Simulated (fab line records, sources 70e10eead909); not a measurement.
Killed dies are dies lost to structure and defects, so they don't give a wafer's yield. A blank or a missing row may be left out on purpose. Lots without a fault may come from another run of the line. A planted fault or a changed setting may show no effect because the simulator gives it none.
Chamber matching | flow nand_harc | NHARC_P_CONTACT_ALD_22 on ald_metal-01: 4 sister chambers
The step deposits TiN, target thk 3 nm, pulse time 1 s, ald cycles 150. 8 wafers are shown with their chamber, then 8 later ones without.

WAFERS WITH THEIR CHAMBER
wafer  | chamber | heater_power_w (W) | precursor_pulse_height_rel
L075.5 | 0       | 1102               | 1.011
L084.3 | 3       | 1293               | 1.013
L084.6 | 3       | 1314               | 0.969
L089.5 | 1       | 1133               | 0.980
L093.2 | 1       | 1134               | 1.013
L093.4 | 2       | 958                | 1.000
L093.5 | 2       | 953                | 1.003
L093.1 | 0       | 1116               | 1.005

WAFERS WITHOUT THEIR CHAMBER
wafer  | heater_power_w (W) | precursor_pulse_height_rel
L093.3 | 1309               | 0.958
L093.6 | 1128               | 0.993
L095.1 | 1311               | 1.001
L095.2 | 1144               | 0.993
L095.3 | 1102               | 0.995
L095.4 | 969                | 0.979
L095.5 | 1298               | 0.988
L095.6 | 1072               | 0.962

WHICH CHAMBER EACH WENT THROUGH
wafer  | from the rows above     | in truth
L093.3 | 3                       | 3
L093.6 | can't be placed: 1 or 0 | 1
L095.1 | 3                       | 3
L095.2 | 1                       | 1
L095.3 | 0                       | 0
L095.4 | 2                       | 2
L095.5 | 3                       | 3
L095.6 | 0                       | 0
Placed correctly: 7 of 8. Can't be placed from these rows: 1 (the true chamber is among the candidates in 1). Placed wrongly: 0.
How it was worked out, from the rows above alone: a wafer's distance from a chamber is the root of the sum, over the readings, of the square of ((its reading less the chamber's mean) divided by the reading's scatter). The wafer belongs to the nearest chamber; if the next one is less than 2 further off, it can't be placed. A chamber's mean is the mean of its shown wafers. The scatter: the root of (the sum of the squares of (reading less its chamber's mean) over the shown wafers, divided by (wafers less chambers)).
